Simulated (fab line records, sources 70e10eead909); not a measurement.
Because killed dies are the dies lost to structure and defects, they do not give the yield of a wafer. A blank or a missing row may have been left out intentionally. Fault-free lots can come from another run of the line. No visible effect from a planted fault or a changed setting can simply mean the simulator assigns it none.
The tool behind it: which one? + flow nandHarc + 6 lots, 18 wafers sampled, at 5 steps of a route of 1159

## WHAT THE GAUGES READ, wafer by wafer
NHARC_END_SORT_01.
| lot  | measured     | on        | killedAtArray |
|------|--------------|-----------|---------------|
| L328 | day 20 20:59 | prober-01 | 674 6 12      |

## WHICH TOOL RAN EACH LOT (tool, then ch and the chambers of the sampled wafers, then the start)
| lot  | NHARC_A_STAIRCASE_STRIP_171         | NHARC_A_STAIRCASE_ETCH_17                    | NHARC_A_STAIRCASE_TRIM_18                    | NHARC_A_STAIRCASE_ETCH_25         |
|------|-------------------------------------|----------------------------------------------|----------------------------------------------|-----------------------------------|
| L322 | plasmaAsher-02 ch 0,1, day 11 02:26 | rieDiel-07 ch 1,3, day 11 05:44 or earlier   | rieDiel-07 ch 1,2,3, day 11 05:44 or earlier | rieDiel-01 ch 1,3, day 11 05:44   |
| L328 | plasmaAsher-02 ch 0,1, day 12 06:14 | rieDiel-07 ch 0,1,3, day 12 09:28 or earlier | rieDiel-07 ch 0,2,3, day 12 09:28 or earlier | rieDiel-01 ch 0,2,3, day 12 09:28 |
| L337 | plasmaAsher-01 ch 0,1, day 14 23:56 | rieDiel-01 ch 0,3, day 15 03:35 or earlier   | rieDiel-01 ch 0,1,2, day 15 03:35 or earlier | rieDiel-01 ch 0,2, day 15 03:35   |
| L336 | plasmaAsher-02 ch 0,1, day 15 03:17 | rieDiel-01 ch 2,3, day 15 06:38 or earlier   | rieDiel-01 ch 0,1,3, day 15 06:38 or earlier | rieDiel-07 ch 0,2,3, day 15 06:38 |
| L340 | plasmaAsher-02 ch 0, day 15 07:26   | rieDiel-01 ch 1,2, day 15 10:44 or earlier   | rieDiel-01 ch 2,3, day 15 10:44 or earlier   | rieDiel-01 ch 0,2, day 15 10:44   |
| L342 | plasmaAsher-02 ch 0,1, day 15 22:29 | rieDiel-07 ch 0,1,3, day 16 02:23 or earlier | rieDiel-07 ch 0,1, day 16 02:23 or earlier   | rieDiel-01 ch 0,2,3, day 16 02:23 |
- NHARC_A_STAIRCASE_STRIP_171: strips in O2.
- NHARC_A_STAIRCASE_ETCH_17: etches the open film in C4F8/O2, target depth 100 nm, time 40.5 s.
- NHARC_A_STAIRCASE_TRIM_18: chemistry O2, time 211.2 s.
- NHARC_A_STAIRCASE_ETCH_25: etches the open film in C4F8/O2, target depth 100 nm, time 40.5 s.

## THE ANSWER, worked out from the rows above alone
Rule: usual is defined by the lots themselves. The widest of any qualifying gaps counts: lots, ordered by their means at a reading, are off when they make up no more than a third of the lots, leave a main group of 4 or more, and stand apart from it by 3 or more times the standard deviation of that group's means. If all means in a main group match to the digits the tables above print for the reading, that group is not used. A lot without any number at a reading at which 4 lots or more have one is off too. Any other lot the step has rows for is counted as sound.
None of the lots is off at any reading shown; this tells nothing.

## WHAT THE SIMULATOR PUT IN
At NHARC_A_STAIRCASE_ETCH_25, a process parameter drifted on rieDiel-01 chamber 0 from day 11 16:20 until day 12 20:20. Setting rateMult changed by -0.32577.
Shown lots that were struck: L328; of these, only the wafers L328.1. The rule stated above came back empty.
